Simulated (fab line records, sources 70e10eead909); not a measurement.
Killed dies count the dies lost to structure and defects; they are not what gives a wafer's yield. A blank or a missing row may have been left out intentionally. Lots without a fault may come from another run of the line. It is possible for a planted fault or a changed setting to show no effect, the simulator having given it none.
8D (eight disciplines) problem report, filled in by code :: flow nand-harc :: the parts of the form that need people (team, actions taken, sign-off) are left out

1. THE PROBLEM
At NHARC_END_SORT_01, defect-limited-yield averages 30.6 % over 4 wafers from 3 lots, while fault-free wafers read 95.5 %, standard deviation 1.6. That puts it -41 standard deviations away from the usual mean.
The first sign was on wafer L487.2 at day 21 10:31, on prober-01. At this step, 27 wafers from 9 lots have a number in the record. By rule, "out" or "out of limits" means more than 4 standard deviations away from the usual mean. The other wafers with a number count as sound.

2. WHAT IT IS AND WHAT IT IS NOT
question: which readings at this step
is: defect-limited-yield, killed-at-array, killed-dies, sort_bin_2_pct, sort_bin_3_pct, sort_bin_4_pct, sort-n-pass, sort-rim-yield-pct, sort-yield-pct
is not: killed-at-other, killed-at-periphery, killed-open, killed-short

question: which lots
is: L486, L487, L489
is not: L480, L482, L493, L496, L499, L500

question: which wafers of those lots
is: L486.4, L487.2, L487.5, L489.1
is not: L486.1, L486.5, L487.1, L489.3, L489.6

question: read on which gauges
is: prober-01, prober-02
is not: -

question: when
is: from day 21 10:31
is not: up to then (8 sound wafers); but 15 sound wafers of L486, L489, L493, L496, L499, L500 came after

3. SUSPECTS, AND WHAT RULES EACH OUT
Counting: if a tool at a process step up to the reading ran every lot that is out, it stays a suspect. Sound lots after the first of them don't rule it out here, since some wafers of a struck lot are sound.
- ruled out: the gauge at NHARC_END_SORT_01. Those wafers that are out were read across 2 gauges (prober-01, prober-02).
- ecd-cu-02 at NHARC_A_M0_ECD_22 (material Cu, target thk 400 nm): kept. It ran every lot that is out, first L487 (day 19 19:31).
- Within ecd-cu-02 at NHARC_A_M0_ECD_22: the wafers that are out ran in chamber 0; their sound lot-mates ran in chamber 1.
Left after counting: ecd-cu-02 at NHARC_A_M0_ECD_22.

4. THE CAUSE (what the simulator had put in)
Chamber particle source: ecd-cu-02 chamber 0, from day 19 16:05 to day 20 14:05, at NHARC_A_M0_ECD_22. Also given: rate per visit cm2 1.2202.
This tool alone remained once counting was done.

5. THE CHAIN OF EFFECTS, in route order
Each row: a reading where the mean over the struck wafers with a number is more than 3 standard deviations away from the usual. Scope: only readings with a usual standard deviation given in the record; hours: median across lots of the time from each lot's start at the first step in this table that gives one to its start at this step; sigmas: change in usual standard deviations.
hours: 0
step: NHARC_END_SORT_01
reading: defect-limited-yield
usual: 95.5 %
on struck wafers: 30.6
change: -64.9
sigmas: -41

hours: 0
step: NHARC_END_SORT_01
reading: killed-at-array
usual: 27
on struck wafers: 468
change: +441
sigmas: +40

hours: 0
step: NHARC_END_SORT_01
reading: killed-dies
usual: 30
on struck wafers: 470
change: +440
sigmas: +40

hours: 0
step: NHARC_END_SORT_01
reading: sort_bin_2_pct
usual: 1.4 %
on struck wafers: 26.7
change: +25.3
sigmas: +37

hours: 0
step: NHARC_END_SORT_01
reading: sort_bin_3_pct
usual: 0.27 %
on struck wafers: 5.28
change: +5.01
sigmas: +23

hours: 0
step: NHARC_END_SORT_01
reading: sort_bin_4_pct
usual: 2.8 %
on struck wafers: 37.5
change: +34.7
sigmas: +35

hours: 0
step: NHARC_END_SORT_01
reading: sort-n-pass
usual: 647
on struck wafers: 207
change: -440
sigmas: -40

hours: 0
step: NHARC_END_SORT_01
reading: sort-rim-yield-pct
usual: 94.3 %
on struck wafers: 34.0
change: -60.3
sigmas: -21

hours: 0
step: NHARC_END_SORT_01
reading: sort-yield-pct
usual: 95.5 %
on struck wafers: 30.6
change: -64.9
sigmas: -41

6. HOW IT WOULD HAVE BEEN CAUGHT EARLIER
Counted from the fault's start at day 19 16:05, it took 42 hours until the first out-of-limits reading at a measuring or inspecting step in this record, taken at day 21 10:31.
An alarm limit of 4 standard deviations would not have fired on the tool readings at NHARC_A_M0_ECD_22 for which the record gives a usual standard deviation, since none of them was out on any struck wafer.
By day 21 10:31 the whole set of lots that are out, 3 in number, had already begun NHARC_A_M0_ECD_22 on ecd-cu-02. Had the tool been put on hold then, not one of them would have been saved.
